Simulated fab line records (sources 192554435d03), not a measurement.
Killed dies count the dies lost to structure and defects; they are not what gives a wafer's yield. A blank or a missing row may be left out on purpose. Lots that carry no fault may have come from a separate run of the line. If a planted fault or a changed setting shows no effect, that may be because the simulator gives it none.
Which tool was responsible? / flow n5Finfet / 27 wafers from 9 lots sampled at 4 of the route's 1938 steps

== WHAT EACH GAUGE READ, for each wafer ==
N5_BEOL_M15_CD_MEAS_28: the cd target is 407.6 nm. Usual: cdNm at 407.3 nm, with a standard deviation of 1.8.
lot=L309; measured=day 12 02:04; on=cdSem-03; cdNm (nm)=406.2 407.1 406.6; flag=
lot=L311; measured=day 12 04:28; on=cdSem-02; cdNm (nm)=403.7 405.1 406.3; flag=
lot=L310; measured=day 12 10:16; on=cdSem-02; cdNm (nm)=405.4 405.4 405.2; flag=
lot=L315; measured=day 13 16:35; on=cdSem-01; cdNm (nm)=408.9 407.8 406.5; flag=
lot=L319; measured=day 15 06:16; on=cdSem-03; cdNm (nm)=410.5 408.4 408.0; flag=
lot=L325; measured=day 16 01:37; on=cdSem-02; cdNm (nm)=407.4 409.1 409.1; flag=
lot=L324; measured=day 16 07:46; on=cdSem-02; cdNm (nm)=407.0 407.9 408.0; flag=
lot=L326; measured=day 16 19:36; on=cdSem-02; cdNm (nm)=403.1 403.7 404.3; flag=
lot=L328; measured=day 17 05:43; on=cdSem-03; cdNm (nm)=405.4 403.9 405.1; flag=

N5_BEOL_M15_RC_MEAS_101. Usual: COMB_M10 1.4e-11 S/m, standard deviation 3.2e-12; COMB_M10_max_site 2e-11 S/m, standard deviation 4.6e-12; COMB_M11 1.4e-11 S/m, standard deviation 3.1e-12; COMB_M11_max_site 2e-11 S/m, standard deviation 5.3e-12; COMB_M12 6.3e-12 S/m, standard deviation 1.4e-12; COMB_M13 4.3e-12 S/m, standard deviation 9.4e-13; COMB_M14 3.3e-12 S/m, standard deviation 8.2e-13; COMB_M15 2.3e-12 S/m, standard deviation 5.4e-13; COMB_M5 3.6e-11 S/m, standard deviation 6.7e-12; COMB_M6 2.4e-11 S/m, standard deviation 5e-12; COMB_M7 2.5e-11 S/m, standard deviation 4.8e-12; COMB_M8 2.5e-11 S/m, standard deviation 5.2e-12; COMB_M9 1.4e-11 S/m, standard deviation 3.1e-12; SERP_M10 3.08 ohm/um, standard deviation 0.059; SERP_M11 3.04 ohm/um, standard deviation 0.058; SERP_M12 0.632 ohm/um, standard deviation 0.011; SERP_M13 0.309 ohm/um, standard deviation 0.0048; SERP_M14 0.1610 ohm/um, standard deviation 0.0025; SERP_M5 38.3 ohm/um, standard deviation 1.3; SERP_M6 13.8 ohm/um, standard deviation 0.44; SERP_M7 13.9 ohm/um, standard deviation 0.4; SERP_M8 14.0 ohm/um, standard deviation 0.42; SERP_M9 3.06 ohm/um, standard deviation 0.068.
lot=L309; measured=day 12 05:49; on=prober-02; COMB_M10 (S/m)=1.8e-11 9e-12 1.4e-11; COMB_M10_max_site (S/m)=2.2e-11 1.4e-11 1.8e-11; COMB_M11 (S/m)=1.7e-11 1.1e-11 1.4e-11; COMB_M11_max_site (S/m)=3.6e-11 1.6e-11 2.1e-11; COMB_M12 (S/m)=4.9e-12 4.1e-12 3.8e-12; COMB_M13 (S/m)=2.7e-12 4.9e-12 3.8e-12; COMB_M14 (S/m)=3.4e-12 3.4e-12 3.7e-12; COMB_M15 (S/m)=2.3e-12 2.3e-12 2.6e-12; COMB_M5 (S/m)=3.8e-11 3.4e-11 3.1e-11; COMB_M6 (S/m)=3e-11 2.3e-11 3.1e-11; COMB_M7 (S/m)=2.6e-11 1.9e-11 2.3e-11; COMB_M8 (S/m)=1.6e-11 3e-11 2.5e-11; COMB_M9 (S/m)=1.2e-11 1.2e-11 1.1e-11; SERP_M10 (ohm/um)=3.07 3.03 3.15; SERP_M11 (ohm/um)=2.96 3.07 3.07; SERP_M12 (ohm/um)=0.624 0.617 0.624; SERP_M13 (ohm/um)=0.317 0.317 0.311; SERP_M14 (ohm/um)=0.1549 0.1585 0.1608; SERP_M5 (ohm/um)=38.1 39.3 37.6; SERP_M6 (ohm/um)=13.8 13.8 13.4; SERP_M7 (ohm/um)=13.9 14.6 14.7; SERP_M8 (ohm/um)=14.2 13.9 14.9; SERP_M9 (ohm/um)=3.01 3.10 3.11; flag=
lot=L311; measured=day 12 08:46; on=prober-02; COMB_M10 (S/m)=9e-12 1.2e-11 9e-12; COMB_M10_max_site (S/m)=1.2e-11 1.9e-11 1.3e-11; COMB_M11 (S/m)=1.2e-11 1.3e-11 1.2e-11; COMB_M11_max_site (S/m)=1.8e-11 2.3e-11 2e-11; COMB_M12 (S/m)=5e-12 7.4e-12 8.4e-12; COMB_M13 (S/m)=4.1e-12 6.4e-12 3.6e-12; COMB_M14 (S/m)=3.2e-12 2.9e-12 2.9e-12; COMB_M15 (S/m)=2.1e-12 1.5e-12 1.9e-12; COMB_M5 (S/m)=3e-11 2.8e-11 2.4e-11; COMB_M6 (S/m)=2.1e-11 2.7e-11 2.2e-11; COMB_M7 (S/m)=2.8e-11 2e-11 3.2e-11; COMB_M8 (S/m)=2.6e-11 3.4e-11 2.9e-11; COMB_M9 (S/m)=1.9e-11 1.3e-11 1.2e-11; SERP_M10 (ohm/um)=3.01 3.10 3.08; SERP_M11 (ohm/um)=3.01 3.07 2.99; SERP_M12 (ohm/um)=0.649 0.615 0.627; SERP_M13 (ohm/um)=0.318 0.306 0.318; SERP_M14 (ohm/um)=0.1600 0.1637 0.1593; SERP_M5 (ohm/um)=39.5 41.1 40.4; SERP_M6 (ohm/um)=14.0 13.8 13.4; SERP_M7 (ohm/um)=14.1 13.4 13.7; SERP_M8 (ohm/um)=14.6 14.9 14.1; SERP_M9 (ohm/um)=3.04 3.06 3.01; flag=
lot=L310; measured=day 12 14:05; on=prober-01; COMB_M10 (S/m)=1.6e-11 1.7e-11 1.4e-11; COMB_M10_max_site (S/m)=2.3e-11 1.8e-11 1.9e-11; COMB_M11 (S/m)=1.4e-11 1.5e-11 1.1e-11; COMB_M11_max_site (S/m)=2e-11 1.8e-11 1.7e-11; COMB_M12 (S/m)=6.2e-12 5.1e-12 5.8e-12; COMB_M13 (S/m)=4.1e-12 4.1e-12 5.2e-12; COMB_M14 (S/m)=3.1e-12 4e-12 3.2e-12; COMB_M15 (S/m)=2.7e-12 2.5e-12 2.2e-12; COMB_M5 (S/m)=4.4e-11 4.9e-11 3.4e-11; COMB_M6 (S/m)=2.7e-11 2.4e-11 2.3e-11; COMB_M7 (S/m)=2.2e-11 1.9e-11 1.7e-11; COMB_M8 (S/m)=2.6e-11 2.9e-11 4.3e-11; COMB_M9 (S/m)=1.8e-11 1.9e-11 2.1e-11; SERP_M10 (ohm/um)=3.07 3.12 3.16; SERP_M11 (ohm/um)=2.97 3.06 3.06; SERP_M12 (ohm/um)=0.632 0.630 0.631; SERP_M13 (ohm/um)=0.314 0.319 0.311; SERP_M14 (ohm/um)=0.1615 0.1606 0.1609; SERP_M5 (ohm/um)=36.0 37.4 37.4; SERP_M6 (ohm/um)=13.9 14.3 14.8; SERP_M7 (ohm/um)=13.4 13.8 14.6; SERP_M8 (ohm/um)=14.5 14.9 14.8; SERP_M9 (ohm/um)=2.98 3.08 3.08; flag=
lot=L315; measured=day 13 21:41; on=prober-02; COMB_M10 (S/m)=1.5e-11 1.4e-11 1.6e-11; COMB_M10_max_site (S/m)=2.4e-11 1.5e-11 1.8e-11; COMB_M11 (S/m)=2.4e-11 2.1e-11 1.6e-11; COMB_M11_max_site (S/m)=3.5e-11 3.3e-11 2.4e-11; COMB_M12 (S/m)=4.2e-12 6.8e-12 6e-12; COMB_M13 (S/m)=5.7e-12 3.8e-12 4.7e-12; COMB_M14 (S/m)=2.4e-12 3.2e-12 2.4e-12; COMB_M15 (S/m)=1.8e-12 1.2e-12 1.5e-12; COMB_M5 (S/m)=3e-11 2.7e-11 2.7e-11; COMB_M6 (S/m)=2.7e-11 2.8e-11 2.5e-11; COMB_M7 (S/m)=3e-11 2e-11 1.9e-11; COMB_M8 (S/m)=1.9e-11 2.4e-11 1.8e-11; COMB_M9 (S/m)=1.5e-11 1.1e-11 1.4e-11; SERP_M10 (ohm/um)=3.07 3.12 3.06; SERP_M11 (ohm/um)=3.03 3.14 3.07; SERP_M12 (ohm/um)=0.626 0.634 0.614; SERP_M13 (ohm/um)=0.308 0.313 0.312; SERP_M14 (ohm/um)=0.1568 0.1621 0.1576; SERP_M5 (ohm/um)=39.2 40.0 38.8; SERP_M6 (ohm/um)=13.4 13.3 13.2; SERP_M7 (ohm/um)=14.2 14.2 14.0; SERP_M8 (ohm/um)=13.5 14.0 13.9; SERP_M9 (ohm/um)=3.11 3.07 3.06; flag=
lot=L319; measured=day 15 10:23; on=prober-02; COMB_M10 (S/m)=1.4e-11 2.4e-11 1.2e-11; COMB_M10_max_site (S/m)=1.8e-11 3.9e-11 1.5e-11; COMB_M11 (S/m)=1.1e-11 1.1e-11 1.2e-11; COMB_M11_max_site (S/m)=1.5e-11 2.5e-11 1.6e-11; COMB_M12 (S/m)=5.9e-12 5.8e-12 5e-12; COMB_M13 (S/m)=4.7e-12 6.3e-12 6.4e-12; COMB_M14 (S/m)=3.3e-12 4.4e-12 5.3e-12; COMB_M15 (S/m)=3.5e-12 2.2e-12 1.9e-12; COMB_M5 (S/m)=2.7e-11 4.5e-11 3.5e-11; COMB_M6 (S/m)=1.9e-11 1.7e-11 2.3e-11; COMB_M7 (S/m)=2.6e-11 2e-11 2e-11; COMB_M8 (S/m)=1.9e-11 1.9e-11 3.1e-11; COMB_M9 (S/m)=1.2e-11 1.3e-11 1.6e-11; SERP_M10 (ohm/um)=3.01 3.18 3.12; SERP_M11 (ohm/um)=3.01 2.95 3.17; SERP_M12 (ohm/um)=0.632 0.639 0.644; SERP_M13 (ohm/um)=0.314 0.308 0.304; SERP_M14 (ohm/um)=0.1649 0.1632 0.1630; SERP_M5 (ohm/um)=37.9 38.3 37.3; SERP_M6 (ohm/um)=13.0 13.5 13.5; SERP_M7 (ohm/um)=14.5 13.8 14.0; SERP_M8 (ohm/um)=13.3 13.7 14.3; SERP_M9 (ohm/um)=3.16 3.20 3.07; flag=
lot=L325; measured=day 16 04:59; on=prober-02; COMB_M10 (S/m)=1.6e-11 2.4e-11 1.5e-11; COMB_M10_max_site (S/m)=2e-11 3.2e-11 2.3e-11; COMB_M11 (S/m)=1.5e-11 1.3e-11 1e-11; COMB_M11_max_site (S/m)=4e-11 2.2e-11 1.8e-11; COMB_M12 (S/m)=8.9e-12 6.8e-12 5.6e-12; COMB_M13 (S/m)=4.9e-12 4.2e-12 5.1e-12; COMB_M14 (S/m)=3.1e-12 2.8e-12 3.9e-12; COMB_M15 (S/m)=3.2e-12 2.5e-12 2.1e-12; COMB_M5 (S/m)=4.2e-11 3.2e-11 4.6e-11; COMB_M6 (S/m)=1.9e-11 2.7e-11 2.6e-11; COMB_M7 (S/m)=2.6e-11 3.4e-11 4.1e-11; COMB_M8 (S/m)=2.5e-11 3.6e-11 2.2e-11; COMB_M9 (S/m)=1.8e-11 1.5e-11 1.5e-11; SERP_M10 (ohm/um)=3.07 3.06 3.08; SERP_M11 (ohm/um)=2.99 3.05 3.04; SERP_M12 (ohm/um)=0.620 0.652 0.641; SERP_M13 (ohm/um)=0.310 0.310 0.301; SERP_M14 (ohm/um)=0.1577 0.1553 0.1607; SERP_M5 (ohm/um)=37.6 35.5 38.2; SERP_M6 (ohm/um)=13.9 13.4 13.6; SERP_M7 (ohm/um)=13.9 13.1 14.3; SERP_M8 (ohm/um)=13.9 14.1 13.9; SERP_M9 (ohm/um)=3.07 3.07 3.04; flag=
lot=L324; measured=day 16 16:11; on=prober-02; COMB_M10 (S/m)=2e-11 2e-11 1.1e-11; COMB_M10_max_site (S/m)=2.6e-11 3.5e-11 1.3e-11; COMB_M11 (S/m)=9e-12 1.1e-11 1.1e-11; COMB_M11_max_site (S/m)=1.4e-11 1.3e-11 1.5e-11; COMB_M12 (S/m)=7.7e-12 7.4e-12 7e-12; COMB_M13 (S/m)=3.6e-12 3.9e-12 5.9e-12; COMB_M14 (S/m)=4e-12 3.2e-12 4e-12; COMB_M15 (S/m)=1.5e-12 2.6e-12 2.1e-12; COMB_M5 (S/m)=4e-11 4.1e-11 3.3e-11; COMB_M6 (S/m)=2.6e-11 2e-11 1.7e-11; COMB_M7 (S/m)=1.4e-11 2.1e-11 1.9e-11; COMB_M8 (S/m)=2.7e-11 3.2e-11 3.4e-11; COMB_M9 (S/m)=1.4e-11 8e-12 1e-11; SERP_M10 (ohm/um)=3.05 3.07 3.05; SERP_M11 (ohm/um)=3.11 3.09 3.07; SERP_M12 (ohm/um)=0.616 0.631 0.627; SERP_M13 (ohm/um)=0.308 0.311 0.305; SERP_M14 (ohm/um)=0.1587 0.1584 0.1617; SERP_M5 (ohm/um)=37.1 37.2 37.2; SERP_M6 (ohm/um)=14.7 14.3 14.8; SERP_M7 (ohm/um)=14.2 13.8 13.6; SERP_M8 (ohm/um)=13.9 14.9 14.1; SERP_M9 (ohm/um)=3.10 3.07 3.12; flag=
lot=L326; measured=day 16 23:35; on=prober-01; COMB_M10 (S/m)=1.3e-11 1.7e-11 1.2e-11; COMB_M10_max_site (S/m)=2.8e-11 2e-11 1.7e-11; COMB_M11 (S/m)=1.7e-11 1e-11 1.1e-11; COMB_M11_max_site (S/m)=3e-11 2.1e-11 1.5e-11; COMB_M12 (S/m)=7e-12 5.5e-12 5.4e-12; COMB_M13 (S/m)=6e-12 4.2e-12 4.2e-12; COMB_M14 (S/m)=3.8e-12 3e-12 3.5e-12; COMB_M15 (S/m)=2.5e-12 2.6e-12 1.7e-12; COMB_M5 (S/m)=4.1e-11 3.7e-11 5.3e-11; COMB_M6 (S/m)=2e-11 2.2e-11 2.8e-11; COMB_M7 (S/m)=2.4e-11 2.2e-11 2.5e-11; COMB_M8 (S/m)=2.4e-11 2.2e-11 2.4e-11; COMB_M9 (S/m)=1.4e-11 1e-11 9e-12; SERP_M10 (ohm/um)=3.15 3.07 3.19; SERP_M11 (ohm/um)=3.10 3.16 3.08; SERP_M12 (ohm/um)=0.601 0.618 0.607; SERP_M13 (ohm/um)=0.302 0.305 0.304; SERP_M14 (ohm/um)=0.1637 0.1613 0.1601; SERP_M5 (ohm/um)=38.8 38.6 37.3; SERP_M6 (ohm/um)=13.8 14.0 13.5; SERP_M7 (ohm/um)=13.6 14.0 13.8; SERP_M8 (ohm/um)=14.0 13.6 14.0; SERP_M9 (ohm/um)=2.97 3.01 2.93; flag=
lot=L328; measured=day 17 13:18; on=prober-01; COMB_M10 (S/m)=1.1e-11 1e-11 1.4e-11; COMB_M10_max_site (S/m)=1.6e-11 1.6e-11 1.7e-11; COMB_M11 (S/m)=1.1e-11 1e-11 9e-12; COMB_M11_max_site (S/m)=1.2e-11 1.2e-11 1.3e-11; COMB_M12 (S/m)=8.1e-12 3.9e-12 6.4e-12; COMB_M13 (S/m)=3.8e-12 5.7e-12 4.7e-12; COMB_M14 (S/m)=3.5e-12 4.6e-12 3.3e-12; COMB_M15 (S/m)=3.1e-12 2.4e-12 1.7e-12; COMB_M5 (S/m)=3.8e-11 3.3e-11 3.5e-11; COMB_M6 (S/m)=1.8e-11 2.6e-11 1.8e-11; COMB_M7 (S/m)=3e-11 2.1e-11 2e-11; COMB_M8 (S/m)=2.5e-11 2.5e-11 2.8e-11; COMB_M9 (S/m)=2e-11 1.5e-11 2.2e-11; SERP_M10 (ohm/um)=3.06 3.08 3.18; SERP_M11 (ohm/um)=2.98 2.96 3.00; SERP_M12 (ohm/um)=0.626 0.629 0.633; SERP_M13 (ohm/um)=0.303 0.305 0.309; SERP_M14 (ohm/um)=0.1591 0.1554 0.1599; SERP_M5 (ohm/um)=39.7 39.1 39.7; SERP_M6 (ohm/um)=13.7 14.0 14.5; SERP_M7 (ohm/um)=13.9 13.8 13.1; SERP_M8 (ohm/um)=14.1 13.7 14.1; SERP_M9 (ohm/um)=2.98 3.06 2.96; flag=

== TOOL THAT RAN EACH LOT (tool first, then ch and the chambers of the sampled wafers, then the start) ==
lot=L309; N5_BEOL_M10_ALD_74=aldMetal-01 ch 0,1,2, day 10 23:16; N5_BEOL_M15_DEGAS_41=pvdSputter-01, day 12 04:17
lot=L311; N5_BEOL_M10_ALD_74=aldMetal-03 ch 0,1,2, day 10 23:26; N5_BEOL_M15_DEGAS_41=pvdSputter-03, day 12 07:22
lot=L310; N5_BEOL_M10_ALD_74=aldMetal-03 ch 0,1,3, day 11 03:13; N5_BEOL_M15_DEGAS_41=pvdSputter-03, day 12 12:43
lot=L315; N5_BEOL_M10_ALD_74=aldMetal-03 ch 0,1, day 12 11:50; N5_BEOL_M15_DEGAS_41=pvdSputter-03, day 13 20:11
lot=L319; N5_BEOL_M10_ALD_74=aldMetal-03 ch 1,2,3, day 13 20:40; N5_BEOL_M15_DEGAS_41=pvdSputter-02, day 15 08:08
lot=L325; N5_BEOL_M10_ALD_74=aldMetal-01 ch 0,1,2, day 14 19:56; N5_BEOL_M15_DEGAS_41=pvdSputter-03, day 16 03:30
lot=L324; N5_BEOL_M10_ALD_74=aldMetal-03 ch 1,2,3, day 15 04:05; N5_BEOL_M15_DEGAS_41=pvdSputter-02, day 16 14:39
lot=L326; N5_BEOL_M10_ALD_74=aldMetal-04 ch 0,1,3, day 15 14:20; N5_BEOL_M15_DEGAS_41=pvdSputter-03, day 16 22:05
lot=L328; N5_BEOL_M10_ALD_74=aldMetal-04 ch 1,3, day 15 23:44; N5_BEOL_M15_DEGAS_41=pvdSputter-02, day 17 11:55
- N5_BEOL_M10_ALD_74: deposits TaN, target thk 2 nm, pulse time 2 s, purge time 3 s.
- N5_BEOL_M15_DEGAS_41: time 60 s.

== WHAT THE TOOLS THEMSELVES READ (means of the sampled wafers that have a number; where no wafer has one, the mark that the record gives instead) ==
N5_BEOL_M10_ALD_74. Usual: chamberPressureTorr 3.001 Torr, standard deviation 0.0067; heaterPowerW 413 W, standard deviation 38.
lot=L309; tool=aldMetal-01; chamberPressureTorr (Torr)=3.000; heaterPowerW (W)=417; flag=
lot=L311; tool=aldMetal-03; chamberPressureTorr (Torr)=2.996; heaterPowerW (W)=393; flag=
lot=L310; tool=aldMetal-03; chamberPressureTorr (Torr)=2.999; heaterPowerW (W)=430; flag=
lot=L315; tool=aldMetal-03; chamberPressureTorr (Torr)=3.001; heaterPowerW (W)=411; flag=
lot=L319; tool=aldMetal-03; chamberPressureTorr (Torr)=3.001; heaterPowerW (W)=418; flag=
lot=L325; tool=aldMetal-01; chamberPressureTorr (Torr)=3.002; heaterPowerW (W)=416; flag=
lot=L324; tool=aldMetal-03; chamberPressureTorr (Torr)=3.002; heaterPowerW (W)=413; flag=
lot=L326; tool=aldMetal-04; chamberPressureTorr (Torr)=3.000; heaterPowerW (W)=388; flag=
lot=L328; tool=aldMetal-04; chamberPressureTorr (Torr)=3.000; heaterPowerW (W)=390; flag=

N5_BEOL_M15_DEGAS_41. Usual: heaterPowerW at 471 W, with a standard deviation of 47.
lot=L309; tool=pvdSputter-01; heaterPowerW (W)=483; flag=
lot=L311; tool=pvdSputter-03; heaterPowerW (W)=486; flag=
lot=L310; tool=pvdSputter-03; heaterPowerW (W)=478; flag=
lot=L315; tool=pvdSputter-03; heaterPowerW (W)=508; flag=
lot=L319; tool=pvdSputter-02; heaterPowerW (W)=422; flag=
lot=L325; tool=pvdSputter-03; heaterPowerW (W)=450; flag=
lot=L324; tool=pvdSputter-02; heaterPowerW (W)=478; flag=
lot=L326; tool=pvdSputter-03; heaterPowerW (W)=494; flag=
lot=L328; tool=pvdSputter-02; heaterPowerW (W)=454; flag=

== THE ANSWER, worked out from the rows above alone ==
Rule: a lot counts as off when the mean over its wafers that have a number is more than 3 standard deviations away from the usual mean. Also off: a lot with no number at a reading for which 4 or more lots have one. Where the step has rows for the other lots, those lots are counted as sound. First the gauges in route order, then the tools' own readings, where a lot's mean is used as printed above. The first step at which some lot is off is used, and at that step the reading that is off furthest; a lot without a number counts as furthest.
None of the lots is off at any reading shown; this tells nothing.

== WHAT THE SIMULATOR PUT IN ==
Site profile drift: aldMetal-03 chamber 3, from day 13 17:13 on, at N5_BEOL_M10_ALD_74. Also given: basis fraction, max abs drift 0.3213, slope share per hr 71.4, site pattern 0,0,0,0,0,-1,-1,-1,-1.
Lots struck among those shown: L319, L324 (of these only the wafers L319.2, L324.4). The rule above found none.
